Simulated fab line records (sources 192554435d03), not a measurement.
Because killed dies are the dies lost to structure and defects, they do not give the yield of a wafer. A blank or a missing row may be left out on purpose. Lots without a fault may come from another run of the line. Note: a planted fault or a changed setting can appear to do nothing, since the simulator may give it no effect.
fab line records -- flow n5_finfet
record: lots: 3, wafers: 9, last_day: 18
route steps=1938 shown SD_EPI_N@276 SD_EPI_P@295 MOL_CONTACT_COAG@537 BEOL_M4@1111 PASSIVATION@1936
lots that met no fault: taken from a fault-free run of the same line
start_h: start of the lot's first displayed wafer, in hours after the record's first day -- wait_h: time in hours since the lot's previous step -- " repeats the value in the row above -- L1.1+2: several wafers, shown together as one row -- - either no value or no given start -- * or withheld: withheld -- < > ~ a bound
route shown NAME@n: names a module that has steps shown in the file, with the first one's number in the route -- usual: mean/standard deviation taken from wafers without a fault -- same: alike in all rows -- chamber/n: place in a boat -- sites: per-site readings -- _std_site: the values' standard deviation -- _edge_site: inner sites' mean taken away from outer sites' mean -- radius_mm: how far each site lies from the wafer's centre -- mask NAME#n: copy n -- behind: the tool/chamber that last shaped the wafer -- hold: cause of the lot's hold/its duration in hours/its outcome -- device: transistor that didn't switch, given as n, p or np -- end of line: at the end of the route, the tests of the same wafers -- where a step has no rows: the recipe by itself -- killed: the dies lost at the first sort to structure and to defects; this is not the yield of the wafer -- map: shows each die of a wafer: x if killed, . if not, _ if none is there
set.NAME: the run value of the setting; set.NAME@STEP: its run value at that earlier step -- model.NAME: the simulator's own value behind a step, which no gauge read
a table for each step, a row for each wafer; lots at some steps of the route
services: from which hour (start_h, from the record's first day; less than 0 if before it) a tool's chamber was out of use, for how many hours, and why
== steps ==
step: N5_SD_EPI_N_STRIP_36
recipe: chemistry: N2/H2, temp_c: 40, n2_flow_sccm: 200, h2_flow_sccm: 200, rf_frequency_hz: 6e+07
step: N5_SD_EPI_N_ETCHBACK_44
recipe: chemistry: CH3F/O2, mode: anisotropic_etchback, target: SiNx, target_depth_a: 145, stop_on: SiO2, over_etch_frac: 0.3, ion_energy_ev: 120, pressure_mtorr: 30, source_w: 395, bias_w: 73, Ar_flow_sccm: 150, CH3F_flow_sccm: 30, O2_flow_sccm: 20
step: N5_SD_EPI_N_ETCH_45
recipe: chemistry: CH3F/O2, target: SiOCN, target_depth_a: 60, mask_material: SOC, ion_energy_ev: 60, bias_w: 29, pressure_mtorr: 15, source_w: 410, Ar_flow_sccm: 150, CH3F_flow_sccm: 30, O2_flow_sccm: 20
step: N5_SD_EPI_N_ETCH_16
recipe: chemistry: CHF3/O2, target: SiO2, target_depth_a: 50, mask_material: SOC, pressure_mtorr: 30, source_w: 650, bias_w: 170, Ar_flow_sccm: 200, CHF3_flow_sccm: 50, O2_flow_sccm: 5, ion_energy_ev: 200
step: N5_SD_EPI_N_STRIP_47
recipe: chemistry: CHF3/O2, resist: SiARC, rf_frequency_hz: 6e+07
step: N5_SD_EPI_N_SD_RECESS_17
recipe: chemistry: HBr/Cl2/O2, target_depth_a: 410, mask_material: SOC, time_s: 23.7, bt_time_s: 3, pressure_mtorr: 10, icp_w: 800, bias_w: 112, HBr_flow_sccm: 150, Cl2_flow_sccm: 80, O2_flow_sccm: 12
step: N5_SD_EPI_N_STRIP_38
recipe: chemistry: N2/H2, power_w: 1000, temp_c: 250, h2_frac: 0.65, overash_fraction: 0.3, pressure_mtorr: withheld, n2_flow_sccm: 1750, h2_flow_sccm: 3250
step: N5_SD_EPI_N_WET_ETCH_43
recipe: chemistry: dHF, dilution: withheld, time_s: 14, target: SiO2, target_depth_a: 15, temp_c: 25
step: N5_SD_EPI_N_STRIP_18
recipe: chemistry: SPM, time_s: 750, temp_c: 130, h2so4_h2o2_vol_ratio: 4
step: N5_SD_EPI_N_SRD_20
recipe: dry: ipa_marangoni, do_ppb: 5, time_s: 30, temp_c: 23, rinse_liquid: diw
step: N5_SD_EPI_N_PRECLEAN_48
recipe: chemistry: NF3:NH3, afs_cycles: 2, temp_c: 30, time_s: 20, sublimation_temp_c: 180, sublimation_time_s: 60, pressure_torr: 3, rf_power_w: 30
step: N5_SD_EPI_N_VAPOR_ETCH_50
recipe: chemistry: HCl, target: Si, temp_c: 775, time_s: 54, pressure_torr: 20, mode: isotropic
step: N5_SD_EPI_N_EPI_21
recipe: material: Si:P, dopant: P, temp_c: 680, pressure_torr: 255, time_s: 690
usual: chamber_pressure_Torr: 255.0/0.53, epi_growth_time_s: 690/0
lot.wafer,tool,chamber,start_h,wait_h,chamber_pressure_Torr,epi_growth_time_s
L660.1,epi_rpcvd-01,0,82.65,0.1,254.8,690
L660.5,epi_rpcvd-01,0,83.77,1.1,254.1,690
L660.6,epi_rpcvd-01,0,83.77,1.1,255.0,690
L671.1,epi_rpcvd-01,0,147.59,0.1,254.2,690
L671.3,epi_rpcvd-01,0,147.59,0.1,255.2,690
L671.5,epi_rpcvd-01,0,147.59,0.1,255.1,672.37
L677.1,epi_rpcvd-03,0,183.49,0.3,254.9,690
L677.3,epi_rpcvd-03,0,184.49,1.2,255.8,690
L677.5,epi_rpcvd-03,0,185.49,2.0,255.6,690
step: N5_SD_EPI_N_PRECLEAN_24
recipe: chemistry: O3/DIW, time_s: 60, temp_c: 22, o3_ppm: 10
step: N5_SD_EPI_N_SRD_25
recipe: time_s: 30, temp_c: 23, rinse_liquid: diw, dry: ipa_marangoni
step: N5_SD_EPI_N_PRECLEAN_49
recipe: chemistry: NF3:NH3, afs_cycles: 1, temp_c: 30, time_s: 20, sublimation_temp_c: 180, sublimation_time_s: 60, pressure_torr: 3, rf_power_w: 30
step: N5_SD_EPI_N_LINER_46
recipe: material: SiNx, target_thk_a: 30, temp_c: 400, ald_precursor_family: SiH2I2, ald_co_reactant: N2/H2-plasma, pressure_torr: 2
step: N5_SD_EPI_P_COAT_34
recipe: resist: SOC, temp_c: 250, time_s: 60, spin_rpm: 1500, resist_thk_nm: 350
step: N5_SD_EPI_P_COAT_35
recipe: resist: SiARC, temp_c: 220, time_s: 60, spin_rpm: 1500, resist_thk_nm: 35
step: N5_SD_EPI_P_COAT_03
recipe: resist: CAR-ArF-block, spin_rpm: 1500, resist_thk_nm: 150
step: N5_SD_EPI_P_EBR_05
recipe: solvent: PGMEA, ebr_width_mm: 1.5
step: N5_SD_EPI_P_SOFTBAKE_04
recipe: temp_c: 110, time_s: 60, resist: CAR-ArF-block
step: N5_SD_EPI_P_EXPOSE_06
recipe: mask_id: SD_P_BLK, na: 1.35, source_shape: conventional, sigma_outer: 0.8, polarization: unpolarized, target_cd_nm: 240, dose_mj: 39.5
step: N5_SD_EPI_P_PEB_07
recipe: peb_temp_c: 110, peb_time_s: 60, resist: CAR-ArF-block
step: N5_SD_EPI_P_DEVELOP_08
recipe: develop_time_s: 30, developer: TMAH, resist: CAR-ArF-block, dev_temp_c: 23, rinse_liquid: diw, dry: air_spin
step: N5_SD_EPI_P_DESCUM_14
recipe: chemistry: O2, time_s: 7.9, source_power_w: 50, bias_power_w: 20, pressure_mtorr: 20, rf_frequency_hz: 2.712e+07, temp_c: 40, resist: CAR-ArF-block, o2_flow_sccm: 225
step: N5_SD_EPI_P_ETCH_36
recipe: chemistry: CF4, target: SiARC, target_depth_a: 455, mask_material: CAR-ArF-block, time_s: 75.8, ion_energy_ev: 80, pressure_mtorr: 40, source_w: 545, bias_w: 36, Ar_flow_sccm: 100, cf4_flow_sccm: 100, ends: cleared
step: N5_SD_EPI_P_ETCH_37
recipe: chemistry: N2/H2, target: SOC, overetch_a: 1080, mask_material: SiARC, temp_c: 40, ion_energy_ev: 100, source_w: 3000, bias_w: 133, pressure_mtorr: 20, time_s: 486, n2_flow_sccm: 200, h2_flow_sccm: 200, ends: end_point
step: N5_SD_EPI_P_STRIP_38
recipe: chemistry: N2/H2, temp_c: 40, n2_flow_sccm: 200, h2_flow_sccm: 200, rf_frequency_hz: 6e+07
step: N5_SD_EPI_P_ETCHBACK_46
recipe: chemistry: CH3F/O2, mode: anisotropic_etchback, target: SiNx, target_depth_a: 175, stop_on: SiO2, over_etch_frac: 0.3, ion_energy_ev: 120, pressure_mtorr: 30, source_w: 395, bias_w: 73, Ar_flow_sccm: 150, CH3F_flow_sccm: 30, O2_flow_sccm: 20
step: N5_SD_EPI_P_ETCH_47
recipe: chemistry: CH3F/O2, target: SiOCN, target_depth_a: 250, mask_material: SOC, ion_energy_ev: 60, bias_w: 29, pressure_mtorr: 30, source_w: 410, Ar_flow_sccm: 150, CH3F_flow_sccm: 30, O2_flow_sccm: 20
step: N5_SD_EPI_P_ETCH_16
recipe: chemistry: CHF3/O2, target: SiO2, target_depth_a: 50, mask_material: SOC, pressure_mtorr: 30, source_w: 650, bias_w: 170, Ar_flow_sccm: 200, CHF3_flow_sccm: 50, O2_flow_sccm: 5, ion_energy_ev: 200
step: N5_SD_EPI_P_STRIP_50
recipe: chemistry: CHF3/O2, resist: SiARC, rf_frequency_hz: 6e+07
step: N5_SD_EPI_P_SD_RECESS_17
recipe: chemistry: HBr/Cl2/O2, target_depth_a: 391, bt_time_s: 3, pressure_mtorr: 10, icp_w: 800, bias_w: 112, HBr_flow_sccm: 150, Cl2_flow_sccm: 80, O2_flow_sccm: 12
step: N5_SD_EPI_P_WET_ETCH_45
recipe: chemistry: dHF, dilution: withheld, time_s: 10.7, target: SiO2, target_depth_a: 20, temp_c: 25, dry: ipa_marangoni, rinse_time_s: 30, rinse_temp_c: 23
step: N5_SD_EPI_P_STRIP_40
recipe: chemistry: N2/H2, power_w: 1000, temp_c: 250, h2_frac: 0.65, overash_fraction: 0.3, pressure_mtorr: withheld, n2_flow_sccm: 1750, h2_flow_sccm: 3250
step: N5_SD_EPI_P_PRECLEAN_52
recipe: chemistry: O3/DIW, time_s: 60, temp_c: 22, o3_ppm: 10
step: N5_SD_EPI_P_PRECLEAN_24
recipe: chemistry: O3/DIW, time_s: 45, temp_c: 22, o3_ppm: 10
lot.wafer,tool,chamber,start_h,wait_h,model.Si-P_of_SD_EPI_N_EPI_21.thk_nm
L660.1,wet_bench-03,0,89.06,0.0,59.2
L660.5,wet_bench-03,3,89.06,0.0,58.4
L660.6,wet_bench-03,2,89.06,0.0,59
L671.1,wet_bench-03,4,154.76,0.0,58.6
L671.3,wet_bench-03,2,154.76,0.0,58.8
L671.5,wet_bench-03,3,154.76,0.0,57.8
L677.1+5,wet_bench-01,"0,3",193.58,0.0,58
L677.3,wet_bench-01,4,193.58,0.0,58.2
step: N5_MOL_CONTACT_COAG_ETCH_15
recipe: chemistry: CH3F/O2, target: SiNx, target_depth_a: 70, mask_material: SOC, stop_on: Si:P, over_etch_frac: 0.75, ion_energy_ev: 120, pressure_mtorr: 30, source_w: 395, bias_w: 73, Ar_flow_sccm: 150, CH3F_flow_sccm: 30, O2_flow_sccm: 20
usual: CH3F_flow_sccm: 30.00/0.084, drypump_motor_current_A: 5.9/0.56, oes_product_au: 0.57/0.06, rf_vpp_V: 298/5.8, showerhead_plenum_p_Torr: 2.02/0.079, throttle_valve_pct: 16.29/0.23
lot.wafer,tool,chamber,start_h,wait_h,CH3F_flow_sccm,drypump_motor_current_A,oes_product_au,rf_hours_counter_h,rf_vpp_V,showerhead_plenum_p_Torr,throttle_valve_pct,model.Si-P_of_SD_EPI_N_EPI_21.thk_nm
L660.1,rie_diel-05,3,119.24,0.0,30.01,6.2,0.52,214,287,1.90,16.29,59.2
L660.5,rie_diel-05,3,119.24,0.0,30.00,6.2,0.52,-,289,1.90,16.27,58.4
L660.6,rie_diel-05,0,119.24,0.0,30.19,5.6,0.51,-,305,2.07,16.66,59
L671.1,rie_diel-05,2,183.85,0.0,30.07,5.5,0.52,189,294,2.08,16.59,58.6
L671.3,rie_diel-05,1,183.85,0.0,29.99,6.5,0.52,204,301,1.97,16.01,58.8
L671.5,rie_diel-05,3,183.85,0.0,29.94,6.3,0.51,-,289,1.89,16.31,57.8
L677.1,rie_diel-01,3,222.96,0.0,30.05,5.1,0.60,67,292,1.96,16.13,58
L677.3,rie_diel-01,0,222.96,0.0,29.97,6.8,0.53,183,303,2.00,16.54,58.2
L677.5,rie_diel-01,1,222.96,0.0,30.00,6.2,0.58,-,303,2.10,16.32,58
step: N5_BEOL_M4_RC_MEAS_101
usual: DIBL_N: 36.3/1.8, DIBL_P: 36.5/2.1, IOFF_N: 0.16/0.031, IOFF_P: 0.22/0.038, ION_N: 677/12, ION_P: 466/7.8, SS_N: 71.5/0.61, SS_P: 73.2/0.7, VT_N: 249/3, VT_P: -248.9/3
lot.wafer,tool,chamber,start_h,wait_h,DIBL_N[mV/V],DIBL_P[mV/V],IOFF_N[nA/um],IOFF_P[nA/um],ION_N[uA/um],ION_P[uA/um],SS_N[mV/dec],SS_P[mV/dec],VT_N[mV],VT_P[mV]
L660.1,prober-01,0,231.55,0.0,37.1,37.3,0.17,0.22,687,468,71.6,74.1,249,-250.1
L660.5,prober-01,0,231.55,0.0,37.0,37.4,0.17,0.21,682,462,72.2,74.7,251,-251.6
L660.6,prober-01,0,231.55,0.0,37.4,38.0,0.18,0.22,686,465,71.5,74.3,251,-249.1
L671.1,prober-01,0,267.18,0.0,37.1,36.5,0.16,0.24,671,467,70.6,73.2,250,-246.0
L671.3,prober-01,0,267.18,0.0,37.5,36.2,0.16,0.23,686,464,71.1,73.2,247,-248.2
L671.5,prober-01,0,267.18,0.0,35.2,33.4,0.12,0.18,652,451,70.8,71.9,255,-251.4
L677.1,prober-01,0,316.30,0.0,35.0,35.3,0.14,0.22,685,479,71.6,73.0,251,-248.2
L677.3,prober-01,0,316.30,0.0,36.7,37.8,0.17,0.25,675,471,71.2,73.9,249,-245.9
L677.5,prober-01,0,316.30,0.0,34.5,35.2,0.14,0.21,689,477,71.6,72.5,250,-250.0
step: N5_PASSIVATION_PROBE_49
usual: defect_limited_yield: 91.2/1.5, killed_at_M0_to_M3: 33/9.6, killed_at_M4_up: 14/5.6, killed_at_contacts: 14/5.5, killed_at_front_end: 40/13, killed_at_other: 4/3, killed_dies: 104/17, killed_open: 68/13, killed_short: 33/7.2, sort_bin_5_function: 5.2/0.95, sort_bin_6_memory: 3.3/0.62, sort_n_pass: 1076/17, sort_yield_pct: 91.2/1.5
same: gross_dies: 1180, killed_at_back_side: 0, sort_bin_4_leakage[%]: 0, sort_bin_8_speed[%]: 0
lot.wafer,tool,chamber,start_h,wait_h,defect_limited_yield[%],killed_at_M0_to_M3,killed_at_M4_up,killed_at_contacts,killed_at_front_end,killed_at_other,killed_dies,killed_open,killed_short,sort_bin_5_function[%],sort_bin_6_memory[%],sort_n_pass,sort_yield_pct[%]
L660.1,prober-01,-,337.59,0.0,91.9,28,18,18,26,6,96,72,24,5.1,2.9,1084,91.9
L660.5,prober-01,-,337.79,0.2,89.0,30,17,21,48,14,130,82,48,5.8,4.6,1050,89.0
L660.6,prober-01,-,337.84,0.3,92.2,29,9,11,38,5,92,65,27,4.3,3.1,1088,92.2
killed by level:class
L660.1 FIN_SAQP:geometric_particle:open=14 MOL_CONTACT_COAG:geometric_particle:open=13 BEOL_M3:geometric_particle:open=10 BEOL_M4:geometric_particle:open=7 MOL_CONTACT_COAG:geometric_particle:short=5 BEOL_M0_SAQP:geometric_particle:open=5 BEOL_M0_SAQP:geometric_particle:short=5 FIN_SAQP:geometric_particle:short=4
L660.5 MOL_CONTACT_COAG:geometric_particle:open=17 STI_FIN_REVEAL:geometric_particle:open=12 FIN_SAQP:geometric_particle:open=10 BEOL_M0_SAQP:geometric_particle:short=10 BEOL_M4:geometric_particle:open=9 BEOL_M0_SAQP:geometric_particle:open=7 STARTING-WAFER:geometric_particle:short=7 FIN_SAQP:geometric_particle:short=6
L660.6 STI_FIN_REVEAL:geometric_particle:open=11 BEOL_M3:geometric_particle:open=8 MOL_CONTACT_COAG:geometric_particle:open=7 FIN_SAQP:geometric_particle:open=6 BEOL_M1:geometric_particle:open=6 STARTING-WAFER:geometric_particle:open=6 STARTING-WAFER:geometric_particle:short=6 GATE_CUT:geometric_particle:short=4
== services ==
tool,chamber,start_h,hours,kind
rie_diel-05,2,107.24,8.5,repair
epi_rpcvd-01,-,137.66,2.8,pm
rie_diel-01,3,165.61,6.2,repair
rie_diel-01,1,200.33,1.6,repair
rie_diel-05,0,203.00,-,clean
rie_diel-05,0,203.00,-,consumable_replace:focus_ring
rie_diel-05,0,203.00,22.6,scheduled_down
rie_diel-05,0,203.00,22.6,vent_cycle
== key ==
first_sign: step: N5_SD_EPI_N_EPI_21, reading: epi_growth_time_s, direction: down, sigmas: 99+, usual: *, struck: *
effect none on later readings
model_effect: step: N5_SD_EPI_P_PRECLEAN_24, value: Si-P_of_SD_EPI_N_EPI_21.thk_nm, without: 59, struck: 57.8
model_effect: step: N5_MOL_CONTACT_COAG_ETCH_15, value: Si-P_of_SD_EPI_N_EPI_21.thk_nm, without: 59, struck: 57.8
met_at N5_SD_EPI_N_EPI_21
struck_wafers L671.5
onset_between 82.65 147.59
fault: kind: process_parameter_drift, tool: epi_rpcvd-01, chamber: -, onset_h: 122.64, steps: N5_SD_EPI_N_EPI_21, channel: epi_growth_time_s, offset: *, shape: step, end_h: 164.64, scope: struck_wafers_only, acts_in: *, stated: *
